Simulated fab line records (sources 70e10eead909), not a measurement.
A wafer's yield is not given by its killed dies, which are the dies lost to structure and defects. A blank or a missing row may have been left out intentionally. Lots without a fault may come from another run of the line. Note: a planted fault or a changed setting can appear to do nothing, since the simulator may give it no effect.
Chamber matching / flow nandHarc / 4 sister chambers for NHARC_A_STAIRCASE_TRIM_12 on rieDiel-01
The step chemistry O2, time 211.2 s. 14 wafers are shown with their chamber, then 7 later ones without.

== EACH WAFER AND ITS CHAMBER ==
wafer=L078.2; chamber=0; drypumpMotorCurrentA (A)=6.7; showerheadPlenumPTorr (Torr)=3.64; oesProductAu (a.u.)=0.997
wafer=L078.4; chamber=1; drypumpMotorCurrentA (A)=6.4; showerheadPlenumPTorr (Torr)=3.36; oesProductAu (a.u.)=1.000
wafer=L078.6; chamber=1; drypumpMotorCurrentA (A)=6.4; showerheadPlenumPTorr (Torr)=3.36; oesProductAu (a.u.)=1.014
wafer=L078.1; chamber=2; drypumpMotorCurrentA (A)=4.8; showerheadPlenumPTorr (Torr)=3.47; oesProductAu (a.u.)=1.008
wafer=L078.3; chamber=3; drypumpMotorCurrentA (A)=6.2; showerheadPlenumPTorr (Torr)=3.47; oesProductAu (a.u.)=0.994
wafer=L078.5; chamber=0; drypumpMotorCurrentA (A)=6.7; showerheadPlenumPTorr (Torr)=3.64; oesProductAu (a.u.)=1.007
wafer=L086.1; chamber=2; drypumpMotorCurrentA (A)=4.8; showerheadPlenumPTorr (Torr)=3.47; oesProductAu (a.u.)=1.010
wafer=L086.3; chamber=1; drypumpMotorCurrentA (A)=6.4; showerheadPlenumPTorr (Torr)=3.35; oesProductAu (a.u.)=1.005
wafer=L086.4; chamber=0; drypumpMotorCurrentA (A)=6.7; showerheadPlenumPTorr (Torr)=3.63; oesProductAu (a.u.)=0.997
wafer=L087.1; chamber=2; drypumpMotorCurrentA (A)=4.8; showerheadPlenumPTorr (Torr)=3.47; oesProductAu (a.u.)=1.021
wafer=L087.2; chamber=0; drypumpMotorCurrentA (A)=6.7; showerheadPlenumPTorr (Torr)=3.63; oesProductAu (a.u.)=1.005
wafer=L087.5; chamber=1; drypumpMotorCurrentA (A)=6.3; showerheadPlenumPTorr (Torr)=3.35; oesProductAu (a.u.)=1.007
wafer=L089.4; chamber=1; drypumpMotorCurrentA (A)=6.4; showerheadPlenumPTorr (Torr)=3.35; oesProductAu (a.u.)=0.997
wafer=L089.5; chamber=2; drypumpMotorCurrentA (A)=4.8; showerheadPlenumPTorr (Torr)=3.47; oesProductAu (a.u.)=1.003

SIGNATURES (means of the wafers above)
reading=drypumpMotorCurrentA; chamber 0=6.700; chamber 1=6.380; chamber 2=4.800; chamber 3=6.200; scatter within a chamber=0.0283
reading=showerheadPlenumPTorr; chamber 0=3.6350; chamber 1=3.3540; chamber 2=3.4700; chamber 3=3.4700; scatter within a chamber=0.00469
reading=oesProductAu; chamber 0=1.00150; chamber 1=1.00460; chamber 2=1.01050; chamber 3=0.99400; scatter within a chamber=0.00655
Rule: a wafer lies at a distance from a chamber equal to the root of the sum of squares, over the readings, of (its reading less the chamber's mean, divided by the reading's scatter). If the next closest chamber is less than 2 further off than the closest, the wafer can't be placed; otherwise it belongs to the closest. The scatter: the root of (the sum of the squares of (reading less its chamber's mean) over the shown wafers, divided by (wafers less chambers)).

== WAFERS WHOSE CHAMBER IS MISSING ==
wafer=L089.6; drypumpMotorCurrentA (A)=6.4; showerheadPlenumPTorr (Torr)=3.35; oesProductAu (a.u.)=0.991
wafer=L096.3; drypumpMotorCurrentA (A)=6.2; showerheadPlenumPTorr (Torr)=3.45; oesProductAu (a.u.)=0.997
wafer=L096.5; drypumpMotorCurrentA (A)=6.2; showerheadPlenumPTorr (Torr)=3.45; oesProductAu (a.u.)=0.990
wafer=L096.6; drypumpMotorCurrentA (A)=6.7; showerheadPlenumPTorr (Torr)=3.61; oesProductAu (a.u.)=1.000
wafer=L097.2; drypumpMotorCurrentA (A)=6.2; showerheadPlenumPTorr (Torr)=3.45; oesProductAu (a.u.)=0.992
wafer=L097.3; drypumpMotorCurrentA (A)=4.8; showerheadPlenumPTorr (Torr)=3.44; oesProductAu (a.u.)=0.992
wafer=L097.6; drypumpMotorCurrentA (A)=6.7; showerheadPlenumPTorr (Torr)=3.61; oesProductAu (a.u.)=1.001

== WHICH CHAMBER EACH ONE RAN IN ==
wafer=L089.6; from the rows above=1; in truth=1
wafer=L096.3; from the rows above=3; in truth=3
wafer=L096.5; from the rows above=3; in truth=3
wafer=L096.6; from the rows above=0; in truth=0
wafer=L097.2; from the rows above=3; in truth=3
wafer=L097.3; from the rows above=2; in truth=2
wafer=L097.6; from the rows above=0; in truth=0
7 of 7 placed correctly. Can't be placed from these rows: 0. Placed wrongly: 0.
